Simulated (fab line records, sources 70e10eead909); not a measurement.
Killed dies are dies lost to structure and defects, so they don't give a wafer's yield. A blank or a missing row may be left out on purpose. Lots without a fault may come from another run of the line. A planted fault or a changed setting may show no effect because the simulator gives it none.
fab line records | flow nand_harc
record lots=6 wafers=17 last_day=24
route steps=1159 shown A_STAIRCASE@608 END@1159
lots that met no fault: from a run of the same line without faults
start_h: hours from the record's first day to the start of the lot's first wafer shown | wait_h: hours since the lot's step before | " the same as in the row above | L1.1+2: a row that stands for several wafers | - no value, or no start given | * or withheld: withheld | < > ~ a bound
route shown NAME@n: a module of which the file shows steps, and the number in the route of the first | usual: mean/standard deviation of fault-free wafers | same: alike in all rows | chamber/n: place in a boat | sites: the reading at each site | _std_site: their standard deviation | _edge_site: outer sites' mean less inner sites' | radius_mm: how far each site lies from the wafer's centre | mask NAME#n: copy n | behind: the tool/chamber that last shaped the wafer | hold: why the lot was held/for how many hours/how that ended | device: the transistor (n, p or np) that didn't switch | end of line: the same wafers' tests at the end of the route | a step without rows: its recipe alone | killed: dies lost to structure and defects at the first sort, not the wafer's yield | map: a wafer's dies, x killed, . not, _ none there
set.NAME: the setting as run; set.NAME@STEP: as run at that earlier step | model.NAME: the simulator's own value behind a step, which no gauge read
lots at some steps of the route; a table a step, a row a wafer
services: from which hour (start_h, from the record's first day; less than 0 if before it) a tool's chamber was out of use, for how many hours, and why
## steps
# step NHARC_A_STAIRCASE_EXPOSE_214
# recipe na=0.5 dose_mj=31.26 mask_id=STAIR_3
# step NHARC_A_STAIRCASE_PEB_215
# recipe peb_temp_c=115 peb_time_s=130
# step NHARC_A_STAIRCASE_DEVELOP_216
# recipe time_s=140
# step NHARC_A_STAIRCASE_HARDBAKE_218
# recipe temp_c=120 time_s=140
# step NHARC_A_STAIRCASE_DESCUM_219
# recipe time_s=3 o2_flow_sccm=200 ar_flow_sccm=0 bias_power_w=0 chemistry=O2
# usual drypump_motor_current_A=5.8/0.42 oes_product_au=0.994/0.014 rf_vpp_V=57.9/0.98 showerhead_plenum_p_Torr=1.96/0.078 throttle_valve_pct=11.310/0.0093
# same time_s=3
# columns lot.wafer tool chamber start_h wait_h drypump_motor_current_A oes_product_au rf_hours_counter_h rf_vpp_V showerhead_plenum_p_Torr throttle_valve_pct
L744.2 rie_diel-10 0 256.57 - 6.1 0.977 28 57.5 1.89 11.322
L744.1 " 1 " " 5.8 0.992 27 57.4 1.94 11.311
L744.5 " 1 " " 5.8 1.000 - 56.8 1.94 11.318
L749.2 rie_diel-10 0 294.64 - 6.0 0.984 43 56.6 1.89 11.317
L749.4 " 3 " " 5.0 0.986 48 58.4 2.06 11.303
L749.6 " 0 " " 6.1 0.980 - 59.2 1.89 11.305
L753.1 rie_diel-10 1 332.43 - 5.7 0.997 56 57.9 1.93 11.312
L753.6 " 2 " " 6.6 0.984 - 58.0 2.06 11.325
L759.2 rie_diel-10 2 340.72 - 6.6 0.979 60 58.2 2.06 11.320
L759.6 " 3 " " 5.0 0.993 - 57.7 2.05 11.309
L759.5 " 0 " " 6.0 0.981 - 56.0 1.88 11.307
L760.4 rie_diel-09 1 366.43 - 5.7 0.989 38 58.8 1.92 11.315
L760.2 " 2 " " 5.8 1.001 36 57.8 2.04 11.300
L760.3 " 0 " " 5.9 0.978 36 59.3 1.95 11.311
L764.3 rie_diel-09 3 377.34 - 5.1 0.997 39 58.6 2.00 11.303
L764.1 " 0 " " 5.9 0.974 40 59.2 1.95 11.309
L764.6 " 3 " " 5.1 1.006 - 58.1 2.00 11.314
# step NHARC_A_STAIRCASE_TRIM_220
# recipe time_s=211.2 o2_flow_sccm=500 ar_flow_sccm=0 bias_w=0 chemistry=O2
# usual drypump_motor_current_A=5.7/0.45 oes_product_au=0.995/0.014 rf_vpp_V=58.1/0.81 run_length_s=232.7/0.53 showerhead_plenum_p_Torr=3.62/0.14 throttle_valve_pct=17.036/0.0085
# same time_s=211.2
# columns lot.wafer tool chamber start_h wait_h drypump_motor_current_A oes_product_au rf_hours_counter_h rf_vpp_V run_length_s showerhead_plenum_p_Torr throttle_valve_pct
L744.2 rie_diel-10 0 256.93 0.4 6.1 0.980 28 58.8 232.3 3.49 17.021
L744.1 " 1 " " 5.8 0.998 27 58.7 231.9 3.58 17.029
L744.5 " 0 " " 6.1 0.985 - 58.6 231.8 3.49 17.027
L749.2 rie_diel-10 3 294.81 0.2 5.0 0.980 48 58.7 232.3 3.78 17.019
L749.4 " 0 " " 6.1 0.973 43 58.4 231.7 3.49 17.043
L749.6 " 3 " " 5.0 0.984 - 59.9 232.5 3.78 17.035
L753.1 rie_diel-10 3 332.54 0.1 5.0 0.988 63 57.9 232.4 3.77 17.020
L753.6 " 2 " " 6.6 0.980 - 57.2 232.3 3.77 17.027
L759.2 rie_diel-10 1 340.81 0.1 5.8 0.994 59 58.4 232.2 3.56 17.024
L759.5 " 3 " " 5.0 0.994 - 57.7 232.9 3.77 17.048
L759.6 " 0 " " 6.1 0.991 - 57.8 231.7 3.48 17.026
L760.4 rie_diel-09 1 366.53 0.1 5.8 0.992 38 59.6 233.2 3.54 17.036
L760.3 " 2 " " 5.8 0.993 36 56.5 232.3 3.75 17.022
L760.2 " 3 " " 5.1 1.011 35 57.7 233.3 3.69 17.045
L764.3 rie_diel-09 3 377.42 0.1 5.1 1.004 39 57.9 233.6 3.68 17.041
L764.1 " 2 " " 5.8 0.990 40 58.8 232.5 3.75 17.028
L764.6 " 3 " " 5.1 1.012 - 58.2 233.6 3.68 17.040
# step NHARC_A_STAIRCASE_ETCH_221
# recipe target_depth_a=1000 time_s=40.5 ion_energy_ev=400 c4f8_flow_sccm=20 o2_flow_sccm=10 ar_flow_sccm=withheld rf_w=600 bias_w=1000 chemistry=C4F8/O2
# usual oes_product_au=0.934/0.017 rf_vpp_V=899/5
# same time_s=40.5
# columns lot.wafer tool chamber start_h wait_h oes_product_au rf_hours_counter_h rf_vpp_V
L744.2 rie_diel-10 0 - - 0.926 28 893
L744.1 " 2 " " 0.947 30 906
L744.5 " 1 " " 0.934 - 897
L749.4 rie_diel-10 1 - - 0.928 41 896
L749.2 " 2 " " 0.933 41 906
L749.6 " 2 " " 0.927 - 906
L753.1 rie_diel-10 3 - - 0.919 63 904
L753.6 " 3 " " 0.918 - 905
L759.2 rie_diel-10 2 - - 0.901 60 905
L759.6 " 3 " " 0.900 - 904
L759.5 " 0 " " 0.900 - 894
L760.3 rie_diel-09 1 - - 0.932 38 898
L760.2 " 3 " " 0.963 35 901
L760.4 " 0 " " 0.928 37 898
L764.3 rie_diel-09 2 - - 0.946 40 903
L764.1 " 0 " " 0.914 40 899
L764.6 " 3 " " 0.957 - 899
# step NHARC_A_STAIRCASE_TRIM_222
# recipe time_s=211.2 o2_flow_sccm=500 ar_flow_sccm=0 bias_w=0 chemistry=O2
# step NHARC_A_STAIRCASE_ETCH_223
# recipe target_depth_a=1000 time_s=40.5 ion_energy_ev=400 c4f8_flow_sccm=20 o2_flow_sccm=10 ar_flow_sccm=withheld rf_w=600 bias_w=1000 chemistry=C4F8/O2
# step NHARC_A_STAIRCASE_TRIM_224
# recipe time_s=211.2 o2_flow_sccm=500 ar_flow_sccm=0 bias_w=0 chemistry=O2
# step NHARC_A_STAIRCASE_ETCH_225
# recipe target_depth_a=1000 time_s=40.5 ion_energy_ev=400 c4f8_flow_sccm=20 o2_flow_sccm=10 ar_flow_sccm=withheld rf_w=600 bias_w=1000 chemistry=C4F8/O2
# usual oes_product_au=0.935/0.014 rf_vpp_V=899/4.9
# same time_s=40.5
# columns lot.wafer tool chamber start_h wait_h oes_product_au rf_hours_counter_h rf_vpp_V
L744.1 rie_diel-10 2 - - 0.923 31 906
L744.2 " 0 " " 0.925 28 894
L744.5 " 2 " " 0.929 - 904
L749.4 rie_diel-10 2 - - 0.936 42 906
L749.2 " 1 " " 0.946 41 897
L749.6 " 2 " " 0.948 - 906
L753.1 rie_diel-10 2 - - 0.929 58 905
L753.6 " 3 " " 0.927 - 904
L759.2 rie_diel-10 2 - - 0.917 61 905
L759.6 " 3 " " 0.936 - 905
L759.5 " 0 " " 0.932 - 894
L760.4 rie_diel-09 1 - - 0.916 39 896
L760.3 " 2 " " 0.927 36 905
L760.2 " 3 " " 0.953 35 901
L764.1 rie_diel-09 1 - - 0.939 43 896
L764.3 " 3 " " 0.945 39 900
L764.6 " 2 " " 0.943 - 903
# step NHARC_A_STAIRCASE_TRIM_226
# recipe time_s=211.2 o2_flow_sccm=500 ar_flow_sccm=0 bias_w=0 chemistry=O2
# usual drypump_motor_current_A=5.8/0.45 oes_product_au=0.992/0.014 rf_vpp_V=58.1/0.89 run_length_s=232.7/0.5 showerhead_plenum_p_Torr=3.62/0.13 throttle_valve_pct=17.035/0.009
# columns lot.wafer tool chamber start_h wait_h drypump_motor_current_A oes_product_au rf_hours_counter_h rf_vpp_V run_length_s showerhead_plenum_p_Torr throttle_valve_pct
L744.1 rie_diel-10 1 257.89 - 5.8 1.000 28 57.9 232.0 3.58 17.028
L744.2 " 3 " " 5.0 0.985 31 59.3 232.9 3.79 17.040
L744.5 " 2 " " 6.7 0.999 - 58.8 232.4 3.79 17.041
L749.4 rie_diel-10 1 295.53 - 5.8 0.987 41 59.8 232.1 3.57 17.028
L749.2 " 2 " " 6.6 0.991 42 58.3 232.8 3.78 17.041
L749.6 " 0 " " 6.1 0.974 - 56.3 231.5 3.49 17.042
L753.1 rie_diel-10 0 333.67 - 6.1 0.985 57 57.3 165.5 3.48 17.030
L753.6 " 2 " " 6.6 0.997 - 58.2 165.6 3.77 17.040
L759.2 rie_diel-10 3 341.83 - 5.0 0.970 66 56.7 232.6 3.77 17.025
L759.5 " 1 " " 5.8 0.990 - 59.0 232.2 3.56 17.041
L759.6 " 2 " " 6.6 0.995 - 57.7 165.7 3.77 17.031
L760.4 rie_diel-09 1 367.23 - 5.8 0.991 39 57.4 233.3 3.54 17.027
L760.3 " 2 " " 5.8 0.997 36 58.8 232.9 3.75 17.047
L760.2 " 3 " " 5.1 1.016 35 58.1 233.1 3.69 17.035
L764.1 rie_diel-09 1 378.19 - 5.8 0.977 43 58.1 233.6 3.54 17.026
L764.3 " 2 " " 5.8 0.992 41 57.6 232.7 3.75 17.026
L764.6 " 0 " " 5.9 0.977 - 60.5 233.4 3.59 17.033
# step NHARC_A_STAIRCASE_ETCH_227
# recipe target_depth_a=1000 time_s=40.5 ion_energy_ev=400 c4f8_flow_sccm=20 o2_flow_sccm=10 ar_flow_sccm=withheld rf_w=600 bias_w=1000 chemistry=C4F8/O2
# usual oes_product_au=0.933/0.014 rf_vpp_V=899/4.8
# same time_s=40.5
# columns lot.wafer tool chamber start_h wait_h oes_product_au rf_hours_counter_h rf_vpp_V
L744.1 rie_diel-10 1 - - 0.924 28 898
L744.2 " 0 " " 0.915 29 896
L744.5 " 2 " " 0.930 - 905
L749.2 rie_diel-10 3 - - 0.924 48 904
L749.4 " 2 " " 0.942 42 905
L749.6 " 3 " " 0.927 - 905
L753.1 rie_diel-10 2 - - 0.924 58 903
L753.6 " 3 " " 0.938 - 904
L759.2 rie_diel-10 1 - - 0.916 60 897
L759.6 " 2 " " 0.925 - 906
L759.5 " 3 " " 0.926 - 905
L760.4 rie_diel-09 2 - - 0.938 36 903
L760.2 " 3 " " 0.953 35 902
L760.3 " 0 " " 0.931 37 898
L764.3 rie_diel-09 0 - - 0.913 41 898
L764.1 " 2 " " 0.937 41 902
L764.6 " 1 " " 0.945 - 896
# step NHARC_END_SORT_01
# recipe temp_c=25
# usual killed_at_array=30/10 killed_at_other=0.5/0.82 killed_at_periphery=2.9/2 killed_dies=34/11 killed_open=3.2/1.8 killed_short=2.0/1.4
# same gross_dies=677
# columns lot.wafer tool chamber start_h wait_h killed_at_array killed_at_other killed_at_periphery killed_dies killed_open killed_short
L749.2 prober-02 0 503.38 2.8 33 0 3 36 6 0
L749.4 prober-02 0 504.98 3.4 44 2 3 49 3 3
L749.6 prober-02 0 506.59 4.0 39 0 2 41 5 3
L753.1 prober-01 0 538.07 2.5 16 1 2 19 1 1
L753.6 prober-01 0 542.04 4.0 21 1 6 28 3 3
L759.2 prober-01 0 551.64 2.8 18 0 1 19 2 1
L759.5 prober-01 0 554.03 3.7 18 1 6 25 3 2
L759.6 prober-01 0 554.83 4.0 16 1 6 23 4 0
L760.2 prober-01 0 567.16 2.8 63 0 7 70 4 1
L760.3 prober-01 0 567.95 3.1 39 0 2 41 1 2
L760.4 prober-01 0 568.74 3.4 43 0 5 48 1 4
L764.1 prober-01 0 582.03 2.5 26 0 3 29 6 1
L764.3 prober-01 0 583.63 3.1 20 1 6 27 6 2
L764.6 prober-01 0 586.04 4.0 16 2 7 25 6 2
# killed by level:class
L749.2 A_CHANNEL_HOLE_D1:chamber_film_flake=11 A_SLIT:chamber_film_flake=9 A_STAIRCASE:chamber_film_flake=5 A_CONTACT:chamber_film_flake=4 P_GATE:geometric_particle:open=2 P_CONTACT:geometric_particle:open=1 A_CHANNEL_FILL_D1:geometric_particle:open=1 A_SGD_CUT:geometric_particle:open=1
L749.4 A_CHANNEL_HOLE_D1:chamber_film_flake=12 A_SLIT:chamber_film_flake=12 A_CONTACT:chamber_film_flake=8 A_STAIRCASE:chamber_film_flake=6 THIN_TSV:chamber_film_flake=2 P_GATE:geometric_particle:open=1 A_ONON_D1:geometric_particle:short=1 A_WL_FILL:geometric_particle:short=1
L749.6 A_SLIT:chamber_film_flake=12 A_CHANNEL_HOLE_D1:chamber_film_flake=11 A_CONTACT:chamber_film_flake=6 A_CONTACT:geometric_particle:open=2 A_STAIRCASE:chamber_film_flake=2 P_GATE:geometric_particle:open=1 A_ONON_D1:geometric_particle:short=1 A_ONON_D1:geometric_particle:open=1
L753.1 A_CHANNEL_HOLE_D1:chamber_film_flake=5 A_ZERO_WELL:chamber_film_flake=3 A_STAIRCASE:chamber_film_flake=2 A_WL_FILL:chamber_film_flake=2 A_ONON_D1:geometric_particle:open=1 A_SGD_CUT:geometric_particle:short=1 P_GATE:chamber_film_flake=1 P_M1:chamber_film_flake=1
L753.6 A_CHANNEL_HOLE_D1:chamber_film_flake=7 A_STAIRCASE:area_trim=4 P_GATE:chamber_film_flake=3 A_STAIRCASE:chamber_film_flake=3 A_ZERO_WELL:chamber_film_flake=2 P_CONTACT:geometric_particle:open=1 P_CONTACT:geometric_particle:short=1 P_M1:geometric_particle:open=1
L759.2 A_CHANNEL_HOLE_D1:chamber_film_flake=7 A_CONTACT:chamber_film_flake=5 A_STAIRCASE:chamber_film_flake=2 A_CHANNEL_FILL_D1:geometric_particle:short=1 A_CONTACT:geometric_particle:open=1 A_M0:geometric_particle:open=1 P_ZERO_WELL:chamber_film_flake=1 A_ZERO_WELL:chamber_film_flake=1
L759.5 P_ZERO_WELL:chamber_film_flake=5 A_CHANNEL_HOLE_D1:chamber_film_flake=5 A_CONTACT:chamber_film_flake=5 A_WL_FILL:chamber_film_flake=2 A_CHANNEL_FILL_D1:geometric_particle:short=1 A_CHANNEL_FILL_D1:geometric_particle:open=1 A_CONTACT:geometric_particle:short=1 A_CONTACT:geometric_particle:open=1
L759.6 A_CHANNEL_HOLE_D1:chamber_film_flake=5 P_ZERO_WELL:chamber_film_flake=4 A_SGD_CUT:chamber_film_flake=4 A_STAIRCASE:chamber_film_flake=3 A_CHANNEL_FILL_D1:geometric_particle:open=2 P_GATE:geometric_particle:open=1 A_BLC:geometric_particle:open=1 P_STI:chamber_film_flake=1
L760.2 A_SLIT:chamber_film_flake=29 A_CHANNEL_HOLE_D1:chamber_film_flake=23 P_M2:chamber_film_flake=4 A_CONTACT:chamber_film_flake=3 A_STAIRCASE:chamber_film_flake=2 A_ZERO_WELL:chamber_film_flake=2 P_M0:geometric_particle:open=1 A_SOURCE_PLATE:geometric_particle:short=1
L760.3 A_SLIT:chamber_film_flake=17 A_CHANNEL_HOLE_D1:chamber_film_flake=11 A_CONTACT:chamber_film_flake=5 A_STAIRCASE:chamber_film_flake=3 P_CONTACT:geometric_particle:short=1 A_CHANNEL_FILL_D1:geometric_particle:short=1 A_M1:geometric_particle:open=1 P_M2:chamber_film_flake=1
L760.4 A_SLIT:chamber_film_flake=21 A_CHANNEL_HOLE_D1:chamber_film_flake=15 A_CONTACT:chamber_film_flake=6 P_CONTACT:geometric_particle:short=1 P_M0:geometric_particle:open=1 P_M0:geometric_particle:short=1 P_M1:geometric_particle:short=1 A_CHANNEL_FILL_D1:geometric_particle:short=1
L764.1 A_CHANNEL_HOLE_D1:chamber_film_flake=15 A_WL_FILL:geometric_particle:open=4 A_STAIRCASE:chamber_film_flake=3 P_CONTACT:geometric_particle:open=1 A_CHANNEL_HOLE_D1:geometric_particle:open=1 A_WL_FILL:geometric_particle:short=1 P_ZERO_WELL:chamber_film_flake=1 P_GATE:chamber_film_flake=1
L764.3 A_CHANNEL_HOLE_D1:chamber_film_flake=5 A_STAIRCASE:chamber_film_flake=5 P_GATE:chamber_film_flake=3 A_WL_FILL:geometric_particle:open=2 A_CHANNEL_FILL_D1:chamber_film_flake=2 A_SLIT:chamber_film_flake=2 P_STI:geometric_particle:open=1 P_GATE:geometric_particle:open=1
L764.6 A_CONTACT:geometric_particle:open=4 A_CHANNEL_HOLE_D1:chamber_film_flake=4 P_GATE:chamber_film_flake=3 A_STAIRCASE:chamber_film_flake=3 P_M2:chamber_film_flake=2 P_M0:geometric_particle:open=1 A_SGD_CUT:geometric_particle:short=1 A_BLC:geometric_particle:open=1
## services
# columns tool chamber start_h hours kind
rie_diel-10 0 234.68 - clean
rie_diel-10 1 234.68 - clean
rie_diel-10 2 234.68 - clean
rie_diel-10 3 234.68 - clean
rie_diel-09 - 254.35 9.0 pm
rie_diel-10 0 259.55 - clean
rie_diel-10 1 259.55 - clean
rie_diel-10 2 259.55 - clean
rie_diel-10 3 259.55 - clean
rie_diel-10 2 283.63 8.9 repair
rie_diel-10 0 284.08 - clean
rie_diel-10 1 284.08 - clean
rie_diel-10 3 284.08 - clean
rie_diel-10 0 308.58 - clean
rie_diel-10 1 308.58 - clean
rie_diel-10 2 308.58 - clean
rie_diel-10 3 308.58 - clean
rie_diel-10 0 333.10 - clean
rie_diel-10 1 333.10 - clean
rie_diel-10 2 333.10 - clean
rie_diel-10 3 333.10 - clean
rie_diel-10 - 353.66 9.0 pm
rie_diel-10 0 353.66 9.0 vent_cycle
rie_diel-10 1 353.66 9.0 vent_cycle
## key
first_sign step=NHARC_A_STAIRCASE_TRIM_226 reading=run_length_s direction=down sigmas=99+ usual=* struck=*
effect none on later readings
met_at NHARC_A_STAIRCASE_TRIM_226
struck_wafers L753.1,L753.6,L759.6
tester_left_out L753,L759
onset_between 295.53 333.67
fault kind=process_parameter_drift tool=rie_diel-10 chamber=- onset_h=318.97 steps=NHARC_A_STAIRCASE_TRIM_226 channel=time_s offset=* shape=step end_h=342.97 scope=struck_wafers_only acts_in=* stated=*
# tester_left_out: of these lots the tester's yield and bins aren't shown, on N5 and GAA mostly nor the transistor test; their killed dies are dies lost to structure and defects alone, not to doping, threshold or leakage, so they don't give the yield
